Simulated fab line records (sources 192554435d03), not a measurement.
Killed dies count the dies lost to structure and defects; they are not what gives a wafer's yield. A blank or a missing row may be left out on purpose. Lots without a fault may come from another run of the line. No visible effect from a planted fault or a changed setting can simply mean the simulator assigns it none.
fab line records | flow n5Finfet
record: lots: 9 wafers: 27 lastDay: 18
route steps=1938 shown SPACER0@258 SD_EPI_N@278 SD_EPI_P@303 SD_ACTIVATION@332 BEOL_M4@1111
lots that met no fault: from a run of the same line without faults
startH: start of the lot's first displayed wafer, in hours after the record's first day | waitH: how many hours have passed since the lot's step before this one | " as in the row above | L1.1+2: a single row standing in for several wafers | - value missing, or start not given | * or withheld: withheld | < > ~ a bound
route shown NAME@n: a module of which the file shows steps, and the number in the route of the first | usual: average and standard deviation across the fault-free wafers | same: alike in all rows | chamber/n: place in a boat | sites: per-site readings | _std_site: the standard deviation of these | _edge_site: the outer-site mean with the inner-site mean subtracted | radiusMm: for every site, how far away it sits from the centre of the wafer | mask NAME#n: copy n | behind: the last tool/chamber to shape the wafer | hold: why the lot was held/for how many hours/how that ended | device: whichever transistor did not switch (one of n, p or np) | end of line: tests of these same wafers at the route's end | a step given without rows: its recipe and nothing more | killed: dies that structure and defects cost at the first sort, which is not the same as the wafer's yield | map: per-die view of a wafer (x killed, . not killed, _ where there is no die)
set.NAME: the setting the step ran with; set.NAME@STEP: the setting that earlier step ran with | model.NAME: the simulator's own value behind a step, which no gauge read
steps of the route over a sample of lots; a table a step, a row a wafer
services: from which hour (startH, from the record's first day; less than 0 if before it) a tool's chamber was out of use, for how many hours, and why
== steps ==
step: N5_SPACER0_ALD_07
recipe: material: SiNx targetThkA: 20 tempC: 400 aldPrecursorFamily: SiH2I2 aldCoReactant: N2/H2-plasma pressureTorr: 2
usual: heaterPowerW: 826/120
columns lot.wafer tool chamber startH waitH heaterPowerW sinceWetCleanH
L162.2 aldSin-03 2 54.57 0.6 628 150
L162.5 " 0 " " 738 -
L162.6 " 2 " " 624 -
L163.1 aldSin-01 3 60.30 0.1 944 341
L163.4 " 1 " " 721 341
L163.6 " 3 " " 954 -
L164.2 aldSin-03 2 69.12 1.5 630 165
L164.5 " 3 " " 955 -
L164.6 " 1 " " 924 -
L169.2 aldSin-02 0 99.69 0.6 908 288
L169.4 " 0 " " 896 -
L169.6 " 3 " " 731 -
L170.1 aldSin-01 3 102.81 0.2 911 3
L170.5 " 3 " " 901 -
L170.6 " 0 " " 706 -
L171.3 aldSin-03 2 108.93 0.0 618 205
L171.4 " 1 " " 913 205
L171.5 " 3 " " 932 -
L181.1 aldSin-01 2 168.39 0.0 958 69
L181.4 " 0 " " 743 69
L181.6 " 1 " " 698 -
L183.2 aldSin-03 3 179.68 1.3 928 276
L183.3 " 1 " " 928 276
L183.4 " 0 " " 741 276
L184.1 aldSin-01 0 185.43 0.0 739 86
L184.2 " 3 " " 896 86
L184.6 " 1 " " 680 -
step: N5_SD_EPI_N_ETCH_45
recipe: chemistry: CH3F/O2 target: SiOCN targetDepthA: 60 maskMaterial: SOC ionEnergyEv: 60 biasW: 29 pressureMtorr: 15 sourceW: 410 Ar_flow_sccm: 150 CH3F_flow_sccm: 30 O2_flow_sccm: 20
usual: drypumpMotorCurrentA: 5.7/0.43 oesProductAu: 0.79/0.092 rfVppV: 127.8/0.91 showerheadPlenumPTorr: 2.03/0.056 throttleValvePct: 23.41/0.23
columns lot.wafer tool chamber startH waitH drypumpMotorCurrentA oesProductAu rfHoursCounterH rfVppV showerheadPlenumPTorr throttleValvePct
L162.2 rieDiel-03 2 56.14 0.1 5.4 0.68 243 127.0 2.05 23.61
L162.5 " 0 " " 5.9 0.69 - 129.9 2.05 23.67
L162.6 " 3 " " 5.7 0.73 - 127.5 1.96 23.11
L163.1 rieDiel-03 3 62.01 0.1 5.7 0.73 216 127.4 1.96 23.10
L163.4 " 2 " " 5.3 0.68 - 127.9 2.05 23.63
L163.6 " 0 " " 5.8 0.69 - 127.8 2.05 23.68
L164.2 rieDiel-06 2 70.58 0.1 5.6 0.70 208 128.4 2.06 23.64
L164.5 " 3 " " 5.7 0.79 - 128.9 1.99 23.57
L164.6 " 0 " " 5.1 0.83 - 127.0 2.10 23.34
L169.2 rieDiel-01 0 101.26 0.1 6.7 0.70 226 126.8 2.05 23.55
L169.4 " 3 " " 5.5 0.72 195 129.2 1.98 23.44
L169.6 " 0 " " 6.7 0.70 - 126.3 2.05 23.56
L170.1 rieDiel-06 3 104.41 0.1 5.7 0.78 150 127.1 1.98 23.58
L170.5 " 0 " " 5.1 0.82 - 127.3 2.10 23.38
L170.6 " 3 " " 5.7 0.78 - 127.6 1.98 23.58
L171.3 rieDiel-03 1 110.50 0.1 6.0 0.91 13 128.1 1.97 23.42
L171.4 " 0 " " 5.9 0.68 - 127.6 2.04 23.70
L171.5 " 3 " " 5.7 0.72 - 127.8 1.95 23.16
L181.1 rieDiel-01 2 170.14 0.1 5.3 0.70 234 125.7 1.97 23.61
L181.4 " 2 " " 5.3 0.71 - 126.0 1.97 23.59
L181.6 " 1 " " 6.4 0.87 - 127.9 2.02 22.95
L183.2 rieDiel-06 1 181.25 0.1 6.0 0.90 34 129.1 2.13 23.16
L183.3 " 3 " " 5.7 0.76 177 127.5 1.97 23.61
L183.4 " 0 " " 5.1 0.79 135 130.0 2.09 23.41
L184.1 rieDiel-06 0 187.00 0.1 5.2 0.78 138 127.0 2.09 23.38
L184.2 " 1 " " 6.1 0.88 36 127.7 2.13 23.18
L184.6 " 0 " " 5.2 0.78 - 128.7 2.09 23.39
step: N5_SD_EPI_N_EPI_21
recipe: material: Si:P dopant: P tempC: 680 pressureTorr: 255 timeS: 690
columns lot.wafer tool chamber startH waitH
L162.2+5+6 epiRpcvd-04 0 57.85 0.5
L163.1+4+6 epiRpcvd-03 0 63.35 0.2
L164.2+5+6 epiRpcvd-04 0 72.31 0.5
L169.2+4+6 epiRpcvd-02 0 102.70 0.4
L170.1+5+6 epiRpcvd-03 0 105.56 0.1
L171.3+4+5 epiRpcvd-04 0 112.22 0.7
L181.1+4+6 epiRpcvd-04 0 171.30 0.1
L183.2+3+4 epiRpcvd-02 0 183.81 0.9
L184.1+2+6 epiRpcvd-03 0 188.17 0.1
step: N5_SD_EPI_N_EPI_MEAS_23
recipe: mode: xrd
usual: thkNm: 59.1/1.3
columns lot.wafer tool chamber startH waitH thkNm
L162.2 filmMetro-01 - 59.77 1.5 59.1
L162.5 " - " " 58.0
L162.6 " - " " 58.3
L163.1 filmMetro-02 - 65.63 1.9 57.9
L163.4 " - " " 58.8
L163.6 " - " " 58.5
L164.2 filmMetro-01 - 74.21 1.5 59.5
L164.5 " - " " 59.6
L164.6 " - " " 60.8
L169.2 filmMetro-01 - 104.14 1.2 62.0
L169.4 " - " " 60.3
L169.6 " - " " 60.2
L170.1 filmMetro-01 - 107.28 1.4 56.9
L170.5 " - " " 58.6
L170.6 " - " " 61.0
L171.3 filmMetro-01 - 113.40 0.9 57.7
L171.4 " - " " 60.1
L171.5 " - " " 58.5
L181.1 filmMetro-02 - 173.01 1.4 60.2
L181.4 " - " " 60.3
L181.6 " - " " 73.6
L183.2 filmMetro-01 - 187.16 2.7 58.3
L183.3 " - " " 58.3
L183.4 " - " " 57.6
L184.1 filmMetro-02 - 189.89 1.4 57.9
L184.2 " - " " 58.7
L184.6 " - " " 60.5
step: N5_SD_EPI_P_CD_MEAS_09
recipe: targetCdNm: 240 landingEnergyEv: 500 detector: seInlens
usual: cdNm: 240.1/0.8
columns lot.wafer tool chamber startH waitH cdNm
L162.2 cdSem-01 0 60.73 - 240.7
L162.5 " 0 " " 240.8
L162.6 " 0 " " 240.7
L163.1 cdSem-02 0 67.51 - 238.9
L163.4 " 0 " " 239.6
L163.6 " 0 " " 240.2
L164.2 cdSem-02 0 75.49 - 240.2
L164.5 " 0 " " 239.2
L164.6 " 0 " " 239.3
L169.2 cdSem-01 0 105.11 - 240.5
L169.4 " 0 " " 239.7
L169.6 " 0 " " 240.5
L170.1 cdSem-02 0 108.24 - 240.1
L170.5 " 0 " " 239.2
L170.6 " 0 " " 240.1
L171.3 cdSem-01 0 114.52 - 239.5
L171.4 " 0 " " 240.0
L171.5 " 0 " " 239.8
L181.1 cdSem-02 0 173.84 - 239.4
L181.4 " 0 " " 239.1
L181.6 " 0 " " 239.4
L183.2 cdSem-03 0 188.38 - 240.7
L183.3 " 0 " " 242.0
L183.4 " 0 " " 240.8
L184.1 cdSem-02 0 191.33 - 241.5
L184.2 " 0 " " 239.7
L184.6 " 0 " " 240.8
step: N5_SD_ACTIVATION_RS_MEAS_03
recipe: thkMeasGauge: four-point-probe
usual: RS_SD_N: 21.88/0.26 RS_SD_P: 55.9/0.83
columns lot.wafer tool chamber startH waitH RS_SD_N[ohm/sq] RS_SD_P[ohm/sq]
L162.2 filmMetro-02 - 65.94 0.2 22.11 56.7
L162.5 " - " " 22.09 57.0
L162.6 " - " " 22.12 56.7
L163.1 filmMetro-01 - 72.66 0.2 21.89 56.7
L163.4 " - " " 21.81 57.0
L163.6 " - " " 22.37 56.2
L164.2 filmMetro-02 - 80.81 0.2 21.79 56.7
L164.5 " - " " 21.63 56.0
L164.6 " - " " 21.73 56.3
L169.2 filmMetro-01 - 109.38 0.2 21.49 56.6
L169.4 " - " " 21.55 57.3
L169.6 " - " " 21.41 56.3
L170.1 filmMetro-01 - 112.50 0.2 22.14 55.0
L170.5 " - " " 21.85 55.3
L170.6 " - " " 21.77 54.7
L171.3 filmMetro-01 - 119.86 0.2 21.95 56.1
L171.4 " - " " 22.14 56.0
L171.5 " - " " 22.06 54.9
L181.1 filmMetro-01 - 178.09 0.2 21.63 56.5
L181.4 " - " " 21.08 56.2
L181.6 " - " " 17.07 56.2
L183.2 filmMetro-01 - 192.65 0.2 22.18 53.4
L183.3 " - " " 22.07 53.7
L183.4 " - " " 22.18 53.7
L184.1 filmMetro-02 - 195.60 0.2 21.94 57.4
L184.2 " - " " 22.12 55.9
L184.6 " - " " 22.23 56.6
step: N5_BEOL_M4_RC_MEAS_101
usual: DIBL_N: 36.0/1.7 DIBL_P: 36.0/2 IOFF_N: 0.156/0.028 IOFF_P: 0.21/0.04 ION_N: 673/12 ION_P: 463/8.3 RS_SD_N: 28.4/0.35 SS_N: 71.4/0.6 SS_P: 73.3/0.66 VT_N: 250/3 VT_P: -250/3.8
columns lot.wafer tool chamber startH waitH DIBL_N[mV/V] DIBL_P[mV/V] IOFF_N[nA/um] IOFF_P[nA/um] ION_N[uA/um] ION_P[uA/um] RS_SD_N[ohm/sq] SS_N[mV/dec] SS_P[mV/dec] VT_N[mV] VT_P[mV]
L163.1 prober-02 0 169.30 0.0 35.8 35.5 0.155 0.16 674 460 28.9 72.5 73.2 250 -257
L163.4 " 0 " " 38.5 39.1 0.207 0.22 680 454 28.4 72.3 74.7 248 -251
L163.6 " 0 " " 35.0 35.3 0.146 0.17 668 454 29.2 70.5 73.0 248 -256
L162.2 prober-01 0 173.52 0.2 33.3 32.2 0.102 0.17 653 460 28.8 70.6 72.2 256 -253
L162.5 " 0 " " 35.7 35.4 0.135 0.20 654 456 28.9 72.1 73.7 254 -251
L162.6 " 0 " " 35.2 34.4 0.136 0.20 666 459 28.5 71.4 72.7 254 -249
L164.2 prober-02 0 179.55 0.5 36.9 36.3 0.167 0.18 677 461 28.2 71.3 73.6 250 -254
L164.5 " 0 " " 36.9 35.9 0.153 0.18 660 448 28.1 71.9 73.7 255 -255
L164.6 " 0 " " 34.7 34.3 0.123 0.16 672 457 28.1 70.7 72.6 254 -254
L169.2 prober-02 0 208.03 0.2 36.1 35.1 0.155 0.20 669 462 28.2 71.7 73.6 252 -251
L169.4 " 0 " " 36.3 35.6 0.168 0.22 681 465 27.9 70.9 73.2 248 -247
L169.6 " 0 " " 36.6 35.9 0.159 0.22 673 461 28.0 71.8 74.5 251 -250
L170.1 prober-02 0 216.26 0.0 37.0 36.3 0.172 0.20 684 466 28.6 72.0 73.8 248 -253
L170.5 " 0 " " 36.4 35.2 0.160 0.18 684 468 28.2 71.0 73.5 248 -253
L170.6 " 0 " " 36.6 36.0 0.163 0.19 682 461 28.4 71.5 73.7 251 -253
L171.3 prober-02 0 227.16 0.3 32.3 32.4 0.112 0.19 658 462 28.3 70.2 72.7 254 -249
L171.4 " 0 " " 34.6 35.4 0.156 0.23 682 467 28.2 71.0 73.5 250 -247
L171.5 " 0 " " 34.7 35.3 0.142 0.22 660 459 28.1 71.6 73.2 252 -247
L183.2 prober-01 0 298.67 0.2 35.1 35.2 0.132 0.16 676 463 28.8 70.9 72.4 251 -254
L183.3 " 0 " " 36.1 36.0 0.156 0.18 674 461 28.5 71.5 73.2 250 -256
L183.4 " 0 " " 35.9 36.8 0.150 0.19 680 462 28.6 71.0 72.9 251 -253
L181.1 prober-01 0 300.79 0.0 38.1 38.5 0.208 0.24 692 468 27.6 71.7 73.9 247 -249
L181.4 " 0 " " 37.2 36.4 0.179 0.20 673 455 27.4 71.9 73.5 249 -254
L181.6 " 0 " " 38.8 38.3 0.205 0.25 690 466 22.4 72.1 74.6 246 -250
L184.1 prober-02 0 312.58 0.0 36.8 37.8 0.184 0.23 694 471 28.5 71.0 73.2 246 -249
L184.2 " 0 " " 36.1 37.0 0.167 0.21 684 464 28.6 71.1 72.9 248 -251
L184.6 " 0 " " 36.3 36.7 0.166 0.21 680 459 28.5 71.8 73.4 247 -253
== services ==
columns tool chamber startH hours kind
epiRpcvd-04 - 37.18 0.8 repair
aldSin-02 0 40.03 8.5 repair
rieDiel-03 0 41.90 2.2 repair
aldSin-02 - 47.99 28.1 pm
aldSin-03 3 54.19 3.0 repair
aldSin-03 0 59.67 15.9 repair
aldSin-03 - 61.54 6.1 pm
rieDiel-06 1 62.37 - clean
rieDiel-06 1 62.37 - consumableReplace:focusRing
rieDiel-06 1 62.37 - consumableReplace:showerhead
aldSin-03 3 76.69 9.6 repair
rieDiel-06 2 78.60 4.3 repair
rieDiel-01 3 80.46 4.2 repair
aldSin-01 - 85.90 14.0 pm
rieDiel-03 2 91.31 7.1 repair
aldSin-03 0 95.77 2.0 repair
rieDiel-03 - 111.30 2.4 repair
aldSin-01 2 126.17 3.7 repair
rieDiel-06 1 132.23 6.0 repair
rieDiel-06 0 133.63 5.5 repair
rieDiel-06 - 139.31 0.5 repair
aldSin-02 - 139.72 0.6 repair
rieDiel-06 3 155.87 5.8 repair
aldSin-02 - 177.33 14.0 pm
== key ==
firstSign: step: N5_SD_EPI_N_EPI_MEAS_23 reading: thkNm direction: up sigmas: 11 usual: * struck: *
effect: step: N5_SD_ACTIVATION_RS_MEAS_03 reading: RS_SD_N direction: down sigmas: 18 usual: 21.88 struck: 17.07
effect: step: N5_BEOL_M4_RC_MEAS_101 reading: RS_SD_N direction: down sigmas: 17 usual: 28.4 struck: 22.4
metAt N5_SD_EPI_N_EPI_21
struckLots L181
struckWafers L181.6
notActingAt N5_SPACER0_ALD_07,N5_SD_EPI_N_ETCH_45,N5_SD_EPI_P_CD_MEAS_09
onsetBetween 112.22 171.30
fault: kind: processParameterDrift tool: epiRpcvd-04 chamber: - onsetH: 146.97 steps: N5_SD_EPI_N_EPI_21 channel: timeS offset: * shape: step endH: 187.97 scope: struckWafersOnly actsIn: * stated: *
